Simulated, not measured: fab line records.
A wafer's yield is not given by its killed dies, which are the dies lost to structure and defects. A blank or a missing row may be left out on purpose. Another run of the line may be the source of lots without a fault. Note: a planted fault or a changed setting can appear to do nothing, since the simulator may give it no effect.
Split-lot trial || flow n5-finfet || 7 lots, 21 wafers read, on a route of 1938 steps

THE SPLIT
At N5_GATE_CUT_COAT_27 (time 60 s, resist thk 10 nm), the setting spin-rpm was moved away from the recipe's 1500 rpm on 7 of the 21 wafers read, by -6.5% to +9.3%. All remaining wafers had this setting at the recipe value.

FROM THE SPLIT TO THE READING: what the file shows between them, 3 steps
- N5_GATE_CUT_COAT_07: resist thk 30 nm
- N5_GATE_CUT_EBR_09
- N5_GATE_CUT_DESCUM_18: chemistry O2, time 7 s

THE READING
etch.depth-nm (the simulator's own value, which no gauge read), in nm, at N5_GATE_CUT_ETCH_28 (etches underlayer in N2/H2, target depth 13 nm, time 10.4 s). No usual value for it is given in the file. Across the 14 wafers here that went through the recipe, the average is 10.012 nm and the standard deviation 0.02 nm.

{"wafer": "L075.1", "tool, chamber at the split": "litho-track-01, 0", "spin-rpm as run, rpm": 1500, "against the recipe": "recipe", "etch.depth-nm, nm": 10.04, "against lot-mates on the recipe": "-"}
{"wafer": "L075.2", "tool, chamber at the split": "litho-track-01, 0", "spin-rpm as run, rpm": 1500, "against the recipe": "recipe", "etch.depth-nm, nm": 10.03, "against lot-mates on the recipe": "-"}
{"wafer": "L075.4", "tool, chamber at the split": "litho-track-01, 0", "spin-rpm as run, rpm": 1500, "against the recipe": "recipe", "etch.depth-nm, nm": 10.02, "against lot-mates on the recipe": "-"}
{"wafer": "L082.2", "tool, chamber at the split": "litho-track-02, 0", "spin-rpm as run, rpm": 1615, "against the recipe": "+7.7%", "etch.depth-nm, nm": 9.678, "against lot-mates on the recipe": -0.342}
{"wafer": "L082.3", "tool, chamber at the split": "litho-track-02, 0", "spin-rpm as run, rpm": 1500, "against the recipe": "recipe", "etch.depth-nm, nm": 10.02, "against lot-mates on the recipe": "-"}
{"wafer": "L082.5", "tool, chamber at the split": "litho-track-02, 0", "spin-rpm as run, rpm": 1500, "against the recipe": "recipe", "etch.depth-nm, nm": 10.02, "against lot-mates on the recipe": "-"}
{"wafer": "L085.4", "tool, chamber at the split": "litho-track-02, 0", "spin-rpm as run, rpm": 1582, "against the recipe": "+5.5%", "etch.depth-nm, nm": 9.787, "against lot-mates on the recipe": -0.238}
{"wafer": "L085.5", "tool, chamber at the split": "litho-track-02, 0", "spin-rpm as run, rpm": 1500, "against the recipe": "recipe", "etch.depth-nm, nm": 10.04, "against lot-mates on the recipe": "-"}
{"wafer": "L085.6", "tool, chamber at the split": "litho-track-02, 0", "spin-rpm as run, rpm": 1500, "against the recipe": "recipe", "etch.depth-nm, nm": 10.01, "against lot-mates on the recipe": "-"}
{"wafer": "L086.2", "tool, chamber at the split": "litho-track-04, 0", "spin-rpm as run, rpm": 1500, "against the recipe": "recipe", "etch.depth-nm, nm": 9.987, "against lot-mates on the recipe": "-"}
{"wafer": "L086.3", "tool, chamber at the split": "litho-track-04, 0", "spin-rpm as run, rpm": 1500, "against the recipe": "recipe", "etch.depth-nm, nm": 9.98, "against lot-mates on the recipe": "-"}
{"wafer": "L086.4", "tool, chamber at the split": "litho-track-04, 0", "spin-rpm as run, rpm": 1612, "against the recipe": "+7.5%", "etch.depth-nm, nm": 9.588, "against lot-mates on the recipe": -0.396}
{"wafer": "L087.1", "tool, chamber at the split": "litho-track-01, 0", "spin-rpm as run, rpm": 1500, "against the recipe": "recipe", "etch.depth-nm, nm": 10.03, "against lot-mates on the recipe": "-"}
{"wafer": "L087.2", "tool, chamber at the split": "litho-track-01, 0", "spin-rpm as run, rpm": 1403, "against the recipe": "-6.5%", "etch.depth-nm, nm": 10.37, "against lot-mates on the recipe": "+0.340"}
{"wafer": "L087.6", "tool, chamber at the split": "litho-track-01, 0", "spin-rpm as run, rpm": 1403, "against the recipe": "-6.5%", "etch.depth-nm, nm": 10.37, "against lot-mates on the recipe": "+0.340"}
{"wafer": "L089.1", "tool, chamber at the split": "litho-track-04, 0", "spin-rpm as run, rpm": 1500, "against the recipe": "recipe", "etch.depth-nm, nm": 9.999, "against lot-mates on the recipe": "-"}
{"wafer": "L089.2", "tool, chamber at the split": "litho-track-04, 0", "spin-rpm as run, rpm": 1500, "against the recipe": "recipe", "etch.depth-nm, nm": 10.01, "against lot-mates on the recipe": "-"}
{"wafer": "L089.4", "tool, chamber at the split": "litho-track-04, 0", "spin-rpm as run, rpm": 1500, "against the recipe": "recipe", "etch.depth-nm, nm": 9.98, "against lot-mates on the recipe": "-"}
{"wafer": "L091.1", "tool, chamber at the split": "litho-track-02, 0", "spin-rpm as run, rpm": 1640, "against the recipe": "+9.3%", "etch.depth-nm, nm": 9.549, "against lot-mates on the recipe": -0.451}
{"wafer": "L091.4", "tool, chamber at the split": "litho-track-02, 0", "spin-rpm as run, rpm": 1500, "against the recipe": "recipe", "etch.depth-nm, nm": 10, "against lot-mates on the recipe": "-"}
{"wafer": "L091.6", "tool, chamber at the split": "litho-track-02, 0", "spin-rpm as run, rpm": 1640, "against the recipe": "+9.3%", "etch.depth-nm, nm": 9.569, "against lot-mates on the recipe": -0.431}

THE FIT
A straight line over all 21 wafers: etch.depth-nm changes by -0.0503 nm for each +1% of spin-rpm; r = -0.99; the points scatter about the line by 0.028 nm.
The same after taking each lot's own level away (the mean of its wafers on the recipe; 21 wafers): -0.0488 nm for each +1%; r = -1.00; scatter 0.017 nm.
Per that fit: largest spin-rpm move, reading shift of 0.46 nm.
Measured against the standard deviation above, the lots' own levels, which go from 9.9835 to 10.0300 nm, span 2.4 times it.
Consequently the slope shifts little with the lot-to-lot level, the two slopes agreeing.
Check: -0.45 nm against its lot-mates is what the line predicts for one of the wafers moved furthest among these (+9.3%) when that wafer is left out of the fit. Against them it came out at -0.451 nm.

THE OTHER SPLITS THESE WAFERS WENT THROUGH
These wafers also went through other splits before the reading. Each is held against what the fit with the lots' levels taken away leaves over:
{"other split on the same wafers": "N5_GATE_CUT_HM_DEP_46 time-s", "wafers away from the commonest value": 6, "r with etch.depth-nm (lot level and that fit taken away)": "+0.10"}

THE WHOLE CHAIN: every reading that the file lists as answering this split, in the file's order
{"step": "N5_GATE_CUT_COAT_27", "what it does": "time 60 s, resist thk 10 nm", "reading": "underlayer_of_GATE_CUT_COAT_27.thk-nm (the simulator's own value, which no gauge read)", "change (the file's fit)": "-0.0493 nm for each +1% of the setting", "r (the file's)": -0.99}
{"step": "N5_GATE_CUT_ETCH_28", "what it does": "etches underlayer in N2/H2, target depth 13 nm, time 10.4 s", "reading": "etch.depth-nm (the simulator's own value, which no gauge read)", "change (the file's fit)": "-0.0484 nm for each +1% of the setting", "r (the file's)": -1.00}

THE FILE'S OWN FIT
etch.depth-nm changes by -0.0484 nm for each +1% of spin-rpm, r = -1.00.
